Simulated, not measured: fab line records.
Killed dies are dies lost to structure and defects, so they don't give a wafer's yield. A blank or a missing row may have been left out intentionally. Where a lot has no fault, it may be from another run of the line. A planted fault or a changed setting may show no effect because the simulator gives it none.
Split-lot study || flow n5_finfet || 5 lots, 23 wafers read, on a route of 1938 steps

## ON THE SPLIT
At N5_SD_EPI_P_COAT_34 (time 60 s, resist thk 350 nm), the setting spin_rpm was moved away from the recipe's 1500 rpm on 7 of the 23 wafers read, by -11.1% to +9.7%. The other wafers ran this setting at the recipe's value.

The reading comes from the split's own step.

## THE READING
SOC_of_SD_EPI_P_COAT_34.thk_nm (the simulator's own value, which no gauge read), in nm, at N5_SD_EPI_P_COAT_34 (time 60 s, resist thk 350 nm). There is no usual value for it anywhere in the file. Average 350.8 nm, standard deviation 1.6 nm, over the 16 wafers here run with the recipe.

{"wafer": "L078.2", "tool, chamber at the split": "litho_track-05, 0", "spin_rpm as run, rpm": 1639, "against the recipe": "+9.3%", "SOC_of_SD_EPI_P_COAT_34.thk_nm, nm": 334, "against lot-mates on the recipe": -14.4}
{"wafer": "L078.3", "tool, chamber at the split": "litho_track-05, 0", "spin_rpm as run, rpm": 1639, "against the recipe": "+9.3%", "SOC_of_SD_EPI_P_COAT_34.thk_nm, nm": 332.2, "against lot-mates on the recipe": -16.2}
{"wafer": "L078.4", "tool, chamber at the split": "litho_track-05, 0", "spin_rpm as run, rpm": 1500, "against the recipe": "recipe", "SOC_of_SD_EPI_P_COAT_34.thk_nm, nm": 348.2, "against lot-mates on the recipe": "-"}
{"wafer": "L078.5", "tool, chamber at the split": "litho_track-05, 0", "spin_rpm as run, rpm": 1639, "against the recipe": "+9.3%", "SOC_of_SD_EPI_P_COAT_34.thk_nm, nm": 333.8, "against lot-mates on the recipe": -14.6}
{"wafer": "L078.6", "tool, chamber at the split": "litho_track-05, 0", "spin_rpm as run, rpm": 1500, "against the recipe": "recipe", "SOC_of_SD_EPI_P_COAT_34.thk_nm, nm": 348.6, "against lot-mates on the recipe": "-"}
{"wafer": "L079.1", "tool, chamber at the split": "litho_track-03, 0", "spin_rpm as run, rpm": 1334, "against the recipe": "-11.1%", "SOC_of_SD_EPI_P_COAT_34.thk_nm, nm": 371.2, "against lot-mates on the recipe": "+21.4"}
{"wafer": "L079.2", "tool, chamber at the split": "litho_track-03, 0", "spin_rpm as run, rpm": 1500, "against the recipe": "recipe", "SOC_of_SD_EPI_P_COAT_34.thk_nm, nm": 349.6, "against lot-mates on the recipe": "-"}
{"wafer": "L079.4", "tool, chamber at the split": "litho_track-03, 0", "spin_rpm as run, rpm": 1334, "against the recipe": "-11.1%", "SOC_of_SD_EPI_P_COAT_34.thk_nm, nm": 370.6, "against lot-mates on the recipe": "+20.8"}
{"wafer": "L079.5", "tool, chamber at the split": "litho_track-03, 0", "spin_rpm as run, rpm": 1500, "against the recipe": "recipe", "SOC_of_SD_EPI_P_COAT_34.thk_nm, nm": 349.8, "against lot-mates on the recipe": "-"}
{"wafer": "L079.6", "tool, chamber at the split": "litho_track-03, 0", "spin_rpm as run, rpm": 1500, "against the recipe": "recipe", "SOC_of_SD_EPI_P_COAT_34.thk_nm, nm": 350, "against lot-mates on the recipe": "-"}
{"wafer": "L080.1", "tool, chamber at the split": "litho_track-04, 0", "spin_rpm as run, rpm": 1646, "against the recipe": "+9.7%", "SOC_of_SD_EPI_P_COAT_34.thk_nm, nm": 335.2, "against lot-mates on the recipe": -15.2}
{"wafer": "L080.2", "tool, chamber at the split": "litho_track-04, 0", "spin_rpm as run, rpm": 1500, "against the recipe": "recipe", "SOC_of_SD_EPI_P_COAT_34.thk_nm, nm": 349.6, "against lot-mates on the recipe": "-"}
{"wafer": "L080.3", "tool, chamber at the split": "litho_track-04, 0", "spin_rpm as run, rpm": 1646, "against the recipe": "+9.7%", "SOC_of_SD_EPI_P_COAT_34.thk_nm, nm": 334.2, "against lot-mates on the recipe": -16.2}
{"wafer": "L080.4", "tool, chamber at the split": "litho_track-04, 0", "spin_rpm as run, rpm": 1500, "against the recipe": "recipe", "SOC_of_SD_EPI_P_COAT_34.thk_nm, nm": 351.2, "against lot-mates on the recipe": "-"}
{"wafer": "L080.5", "tool, chamber at the split": "litho_track-04, 0", "spin_rpm as run, rpm": 1500, "against the recipe": "recipe", "SOC_of_SD_EPI_P_COAT_34.thk_nm, nm": 350.4, "against lot-mates on the recipe": "-"}
{"wafer": "L082.1", "tool, chamber at the split": "litho_track-03, 0", "spin_rpm as run, rpm": 1500, "against the recipe": "recipe", "SOC_of_SD_EPI_P_COAT_34.thk_nm, nm": 350.2, "against lot-mates on the recipe": "-"}
{"wafer": "L082.4", "tool, chamber at the split": "litho_track-03, 0", "spin_rpm as run, rpm": 1500, "against the recipe": "recipe", "SOC_of_SD_EPI_P_COAT_34.thk_nm, nm": 351, "against lot-mates on the recipe": "-"}
{"wafer": "L082.6", "tool, chamber at the split": "litho_track-03, 0", "spin_rpm as run, rpm": 1500, "against the recipe": "recipe", "SOC_of_SD_EPI_P_COAT_34.thk_nm, nm": 350.6, "against lot-mates on the recipe": "-"}
{"wafer": "L091.2", "tool, chamber at the split": "litho_track-04, 0", "spin_rpm as run, rpm": 1500, "against the recipe": "recipe", "SOC_of_SD_EPI_P_COAT_34.thk_nm, nm": 352.6, "against lot-mates on the recipe": "-"}
{"wafer": "L091.3", "tool, chamber at the split": "litho_track-04, 0", "spin_rpm as run, rpm": 1500, "against the recipe": "recipe", "SOC_of_SD_EPI_P_COAT_34.thk_nm, nm": 353.2, "against lot-mates on the recipe": "-"}
{"wafer": "L091.4", "tool, chamber at the split": "litho_track-04, 0", "spin_rpm as run, rpm": 1500, "against the recipe": "recipe", "SOC_of_SD_EPI_P_COAT_34.thk_nm, nm": 353.8, "against lot-mates on the recipe": "-"}
{"wafer": "L091.5", "tool, chamber at the split": "litho_track-04, 0", "spin_rpm as run, rpm": 1500, "against the recipe": "recipe", "SOC_of_SD_EPI_P_COAT_34.thk_nm, nm": 352, "against lot-mates on the recipe": "-"}
{"wafer": "L091.6", "tool, chamber at the split": "litho_track-04, 0", "spin_rpm as run, rpm": 1500, "against the recipe": "recipe", "SOC_of_SD_EPI_P_COAT_34.thk_nm, nm": 352.4, "against lot-mates on the recipe": "-"}

FIT RESULTS
A straight line over all 23 wafers: SOC_of_SD_EPI_P_COAT_34.thk_nm changes by -1.8 nm for each +1% of spin_rpm; r = -0.99; the points scatter about the line by 1.5 nm.
The same after taking each lot's own level away (the mean of its wafers on the recipe; 23 wafers): -1.74 nm for each +1%; r = -1.00; scatter 0.87 nm.
On that fit, the largest move of spin_rpm shifts the reading by 19 nm.
Measured against the standard deviation above, the lots' own levels, which go from 348.40 to 352.80 nm, span 2.8 times it.
So the lot-to-lot level changes the slope little: the two slopes agree.
Check: +19 nm against its lot-mates is what the line predicts for one of the wafers moved furthest among these (-11.1%) when that wafer is left out of the fit. It came out at +21.4 nm against them.

## ADDITIONAL SPLITS CARRIED BY THESE WAFERS
Other splits were also applied to these wafers ahead of the reading. Each is held against what the fit with the lots' levels taken away leaves over:
{"other split on the same wafers": "N5_ZERO_LAYER_PECVD_02 time_s", "wafers away from the commonest value": 7, "r with SOC_of_SD_EPI_P_COAT_34.thk_nm (lot level and that fit taken away)": -0.11}
{"other split on the same wafers": "N5_FIN_SAQP_PEB_14 peb_time_s", "wafers away from the commonest value": 6, "r with SOC_of_SD_EPI_P_COAT_34.thk_nm (lot level and that fit taken away)": -0.02}
{"other split on the same wafers": "N5_FIN_SAQP_ETCH_52 source_w", "wafers away from the commonest value": 10, "r with SOC_of_SD_EPI_P_COAT_34.thk_nm (lot level and that fit taken away)": -0.24}
{"other split on the same wafers": "N5_FIN_SAQP_ETCH_65 time_s", "wafers away from the commonest value": 8, "r with SOC_of_SD_EPI_P_COAT_34.thk_nm (lot level and that fit taken away)": "+0.29"}
{"other split on the same wafers": "N5_DUMMY_GATE_PECVD_30 time_s", "wafers away from the commonest value": 7, "r with SOC_of_SD_EPI_P_COAT_34.thk_nm (lot level and that fit taken away)": "+0.02"}
{"other split on the same wafers": "N5_DUMMY_GATE_EXPOSE_12 dose_mj", "wafers away from the commonest value": 5, "r with SOC_of_SD_EPI_P_COAT_34.thk_nm (lot level and that fit taken away)": "+0.04"}

## THE FILE'S OWN FIT
SOC_of_SD_EPI_P_COAT_34.thk_nm changes by -1.74 nm for each +1% of spin_rpm, r = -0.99.
